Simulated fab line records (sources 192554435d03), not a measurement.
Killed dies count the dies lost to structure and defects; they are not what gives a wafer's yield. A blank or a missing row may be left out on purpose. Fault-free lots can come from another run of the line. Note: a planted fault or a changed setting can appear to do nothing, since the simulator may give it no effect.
A lot that was struck, set against a sound lot    flow n5-finfet    27 out of 1938 route steps
Sound: these wafers, L961.1, L961.2, L961.5. Wafers struck: L967.2, L967.4, L967.6. The cause is given at the end.
Each step with rows lists, per side, the tool, then ch with its chambers, then its first start. Under that, the readings that differ: sound wafers    struck wafers    difference of the means    sigmas: that difference in standard deviations of wafers without a fault.
alike: a reading whose means differ by less than 2 such deviations, as well as words and numbers matching on both sides. not compared: withheld readings; readings where some wafer has no value; bounds like >300 that might hide an equal value; numbers whose values overlap and for which the record gives no deviation.
Wherever a step has rows on one side only, a row that says differs or no value, or a row with sigmas, the two part there. Numbers that have no deviation but don't overlap get no sigmas and don't part them. Lack of a reading on every wafer of one side parts them only where that side has two or more wafers.

first, 2 steps without rows for these wafers: N5_BEOL_M11_SPUTTER_48 (material Cu, target thk 12 nm, time 2 s); N5_BEOL_M11_ECD_50 (material Cu, target thk 318 nm).
N5_BEOL_M11_ANNEAL_51: time 90 s.
  sound on rtp-anneal-01 ch 0, day 13 09:40; struck on rtp-anneal-01 ch 0, day 15 09:31
  alike: wafer_temp_C_max
N5_BEOL_M11_CMP_52: polishes, stops on SiCOH lowk, t overpolish 7 s, target thk 140 nm.
  sound on cmp-04 ch 0,1, day 13 09:58; struck on cmp-01 ch 1,3, day 15 09:48
reading                 sound     struck    difference  sigmas
time-to-endpoint-s (s)  76 73 71  60 72 61  -9          -2
  alike: barrier-field-endpoint-s, motor-current-A, overpolish-run-s
N5_BEOL_M11_THK_MEAS_53: measures by xrf.
  struck on film-metro-01, day 15 10:04; sound on film-metro-02, day 13 10:15
  alike: M11_THK
then, 1 step without rows for these wafers: N5_BEOL_M11_PRE_CLEAN_55 (time 15 s).
N5_BEOL_M11_DEP_56: deposits SiCN from 3MS/NH3, target thk 30 nm, time 10.5 s.
  sound on pecvd-02 ch 0,1, day 13 10:19; struck on pecvd-02 ch 0,1, day 15 10:07
  alike: showerhead-plenum-p-Torr, throttle-valve-pct
N5_BEOL_M11_RS_MEAS_57: measures by four-point-probe.
  struck on film-metro-01, day 15 10:11; sound on film-metro-02, day 13 10:23
  alike: M11_RS
N5_BEOL_M11_INSPECT_58: inspects for defects (darkfield).
  struck on defect-inspect-01, day 15 10:13; sound on defect-inspect-01, day 13 10:24
  alike: raw-defect-count
then, 1 step without rows for these wafers: N5_BEOL_M12_ILD_DEP_00 (deposits SiOC from DEMS/O2, target thk 658.92 nm, time 130.7 s).
N5_BEOL_M12_THK_MEAS_01:
  struck on film-metro-01, day 15 10:23; sound on film-metro-02, day 13 10:34
  alike: M12_ILD_THK
then, 1 step without rows for these wafers: N5_BEOL_M12_COAT_58 (time 60 s, resist thk 89 nm).
N5_BEOL_M12_COAT_04: resist thk 400 nm.
  sound on litho-track-02 ch 0, day 13 10:37; struck on litho-track-02 ch 0, day 15 10:25
reading                                     sound                 struck                difference  sigmas
spin-speed-rpm (rpm)                        1627.0 1625.4 1625.3  1497.7 1498.2 1498.8  -127.7      -99 or more
model.coat_of_BEOL_M12_COAT_04.thk-nm (nm)  403.2 403.2 401.8     416.2 417.4 417       +14.1       
then, 6 steps without rows for these wafers: N5_BEOL_M12_EBR_06; N5_BEOL_M12_SOFTBAKE_05 (time 60 s); N5_BEOL_M12_EXPOSE_07 (exposes mask V11); N5_BEOL_M12_PEB_08 (peb time 90 s); N5_BEOL_M12_DEVELOP_09 (develop time 45 s); N5_BEOL_M12_HARDBAKE_14 (time 120 s).
N5_BEOL_M12_CD_MEAS_10 targets a cd of 140 nm.
  sound on cd-sem-02 ch 0, day 13 11:00; struck on cd-sem-01 ch 0, day 15 10:41
  alike: cd-nm
N5_BEOL_M12_OVL_MEAS_11:
  sound on overlay-02 ch 0, day 13 11:02; struck on overlay-01 ch 0, day 15 10:43
  alike: V11_OVL
N5_BEOL_M12_INSPECT_12: inspects for defects (macro).
  struck on defect-inspect-01, day 15 10:44; sound on defect-inspect-02, day 13 11:03
  alike: raw-defect-count
N5_BEOL_M12_DESCUM_15: chemistry O2, time 7.9 s.
  sound on rie-diel-05 ch 0,1,3, day 13 11:22; struck on rie-diel-02 ch 0,3, day 15 11:02
  alike: drypump-motor-current-A, oes-product-au, rf-vpp-V, showerhead-plenum-p-Torr, throttle-valve-pct
  not compared: rf-hours-counter-h
N5_BEOL_M12_ETCH_59: etches BARC in N2/H2, target depth 89 nm, overetch 26.7 nm, time 67.9 s.
  sound on rie-diel-05 ch 0,1,3, day 13 11:24; struck on rie-diel-02 ch 0,3, day 15 11:04
  alike: drypump-motor-current-A, oes-product-au, rf-vpp-V, showerhead-plenum-p-Torr, throttle-valve-pct
  not compared: rf-hours-counter-h
N5_BEOL_M12_VIA_ETCH_16: etches SiOC in C4F8/O2/Ar, target depth 724.8 nm.
  sound on rie-diel-05 ch 0,1,3, day 13 11:27; struck on rie-diel-02 ch 0,3, day 15 11:07
reading                                     sound              struck             difference  sigmas
model.coat_of_BEOL_M12_COAT_04.thk-nm (nm)  126.2 124.8 120.6  139.4 139.8 138.8  +15.5       
  alike: drypump-motor-current-A, oes-product-au, rf-vpp-V, showerhead-plenum-p-Torr, throttle-valve-pct
N5_BEOL_M12_STRIP_63: strips in N2/H2.
  sound on plasma-asher-01 ch 0,1, day 13 11:39; struck on plasma-asher-02 ch 0,1, day 15 11:19
reading                       sound              struck             difference  sigmas
oes-product-au (a.u.)         0.684 0.693 0.688  0.703 0.707 0.699  +0.015      +3
strip-time-to-endpoint-s (s)  43.4 42.9 41.9     46.9 47.0 46.7     +4.1        +5
  alike: drypump-motor-current-A, heater-power-w
  not compared: rf-hours-counter-h
then, 1 step without rows for these wafers: N5_BEOL_M12_STRIP_64 (strips in N2/H2).

WHERE THEY PART
First at N5_BEOL_M11_CMP_52; last, within this record, at N5_BEOL_M12_STRIP_63.

WHY: what the simulator had put in
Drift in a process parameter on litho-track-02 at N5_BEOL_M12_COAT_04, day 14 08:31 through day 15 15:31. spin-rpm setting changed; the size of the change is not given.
